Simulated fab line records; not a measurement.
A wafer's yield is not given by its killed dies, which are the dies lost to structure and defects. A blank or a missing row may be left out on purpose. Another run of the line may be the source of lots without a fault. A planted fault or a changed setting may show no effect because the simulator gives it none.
A lot that was struck, set against a sound lot	flow n5Finfet	39 out of 1938 route steps
Sound: the wafers L879.2, L879.3, L879.5. Struck: wafer L883.6. (L883.5 of the same lot was not struck and is left out.) The cause comes at the end.
Each step with rows lists, per side, the tool, then ch with its chambers, then its first start. Under that, the readings that differ: sound wafers	struck wafers	difference of the means	sigmas: that difference in standard deviations of wafers without a fault.
alike: same words and numbers on both sides, and readings whose means sit less than 2 such deviations apart. not compared: any withheld reading, any reading some wafer has no value for, any bound like >300 that may hide the same value, and any number with overlapping values for which the record gives no deviation.
The two part at a step that has a row with sigmas, a row that says differs or no value, or rows on one side only. Non-overlapping numbers with no deviation appear without sigmas and do not part them. Lack of a reading on every wafer of one side parts them only where that side has two or more wafers.

first, 9 steps without rows for these wafers: N5_BEOL_M4_ANNEAL_95 (time 240 s); N5_BEOL_M4_SPUTTER_96 (material Cu, target thk 4.5 nm, time 8.29 s); N5_BEOL_M4_ECD_50 (material Cu, target thk 300 nm); N5_BEOL_M4_ANNEAL_51 (time 90 s); N5_BEOL_M4_CMP_52 (polishes, stops on SiOC, t overpolish 6.8 s, target thk 40 nm); N5_BEOL_M4_PRE_CLEAN_60 (time 15 s); N5_BEOL_M4_CO_CAP_55 (material Co, precursor CCTBA/H2, target thk 2 nm, time 102.1 s); N5_BEOL_M4_PRE_CLEAN_56 (time 15 s); N5_BEOL_M4_DEP_57 (deposits SiCN from 3MS/NH3, target thk 8 nm, time 14 s).
N5_BEOL_M4_RC_MEAS_101:
  sound on prober-02 ch 0, day 8 20:24; struck on prober-02 ch 0, day 10 02:37
  alike: DIBL_N, DIBL_P, IOFF_N, IOFF_P, ION_N, ION_P, SS_N, SS_P, VT_N, VT_P
then, 24 steps without rows for these wafers: N5_BEOL_M5_ILD_DEP_00 (deposits SiCOH lowk from DEMS/porogen, target thk 140.64 nm, time 25.9 s); N5_BEOL_M5_CURE_79 (cures SiCOH lowk, time 240 s); N5_BEOL_M5_PECVD_70 (deposits SiO2 from TEOS/O2, target thk 16 nm, time 18 s); N5_BEOL_M5_HM_DEP_02 (deposits TiN, target thk 20 nm); N5_BEOL_M5_COAT_59 (time 60 s, resist thk 60 nm); N5_BEOL_M5_COAT_60 (time 60 s, resist thk 12 nm); N5_BEOL_M5_COAT_71 (time 60 s, resist thk 5 nm); N5_BEOL_M5_COAT_05 (resist thk 30 nm); N5_BEOL_M5_EBR_07; N5_BEOL_M5_SOFTBAKE_06 (time 60 s); N5_BEOL_M5_EXPOSE_08 (exposes mask M5, target cd 28 nm); N5_BEOL_M5_PEB_09 (peb time 60 s); N5_BEOL_M5_DEVELOP_10 (develop time 30 s); N5_BEOL_M5_DESCUM_16 (chemistry O2, time 7 s); N5_BEOL_M5_ETCH_72 (etches underlayer in N2/H2, target depth 6.5 nm, time 5.2 s); N5_BEOL_M5_ETCH_61 (etches SiARC in CF4, target depth 15.6 nm, time 26 s); N5_BEOL_M5_ETCH_62 (etches SOC in N2/H2, target depth 75 nm, overetch 15 nm, time 112.5 s); N5_BEOL_M5_STRIP_63 (strips in N2/H2); N5_BEOL_M5_STRIP_73 (strips in N2/H2); N5_BEOL_M5_STRIP_64 (strips in CF4); N5_BEOL_M5_HM_OPEN_17 (chemistry Cl2/BCl3, target TiN, target depth 20 nm, overetch 6 nm); N5_BEOL_M5_STRIP_19 (strips in O2); N5_BEOL_M5_COAT_65 (time 60 s, resist thk 60 nm); N5_BEOL_M5_COAT_66 (time 60 s, resist thk 12 nm).
N5_BEOL_M6_HM_DEP_02: deposits TiN, target thk 20 nm.
  sound on pvdSputter-03, day 9 10:47; struck on pvdSputter-03, day 10 16:09
reading	sound	struck	difference	sigmas
model.TiN_of_BEOL_M6_HM_DEP_02.thkNm (nm)	19.8 19.8 20	27	+7	
  alike: throttleValvePct
N5_BEOL_M6_HM_OPEN_17: chemistry Cl2/BCl3, target TiN, target depth 20 nm, overetch 6 nm.
  sound on rieMetal-03 ch 0,1, day 9 11:31; struck on rieMetal-03 ch 0, day 10 17:05
reading	sound	struck	difference	sigmas
oesProductAu (a.u.)	0.52 0.68 0.69	0.80	+0.17	+2
model.etch.depthNm (nm)	19.75 19.85 20.08	26.29	+6.40	
  alike: bcl3FlowSccm, drypumpMotorCurrentA, mfcCl2Sccm, throttleValvePct
  not compared: rfHoursCounterH
N5_BEOL_M6_TRENCH_ETCH_37: etches SiCOH lowk in C4F6/O2, target depth 94.435 nm, time 31.5 s.
  sound on rieDiel-06 ch 0,2,3; struck on rieDiel-06 ch 3
reading	sound	struck	difference	sigmas
model.TiN_of_BEOL_M6_HM_DEP_02.thkNm (nm)	17 17.2 17.4	24.4	+7.2	
  alike: drypumpMotorCurrentA, oesProductAu, rfVppV, showerheadPlenumPTorr, throttleValvePct
  not compared: rfHoursCounterH
N5_BEOL_M6_OCD_MEAS_38:
  sound on ocd-02, day 9 12:41; struck on ocd-01, day 10 18:12
reading	sound	struck	difference	sigmas
trenchDepthNm (nm)	95.9 93.6 96.1	90.5	-4.7	-4
-- a jump in the record: the struck wafers' starts before and after are 4 days apart (it breaks off in module BEOL_M6 and resumes in module PASSIVATION, where the first step shown is number 1936 of the route) --
N5_PASSIVATION_PROBE_49:
  the record has rows for the struck wafers here (prober-01, day 14 14:00) and none for the sound ones

WHERE THEY PART
At N5_BEOL_M6_HM_OPEN_17 first; at N5_PASSIVATION_PROBE_49 last (within this record only).

WHY: whatever the simulator had introduced
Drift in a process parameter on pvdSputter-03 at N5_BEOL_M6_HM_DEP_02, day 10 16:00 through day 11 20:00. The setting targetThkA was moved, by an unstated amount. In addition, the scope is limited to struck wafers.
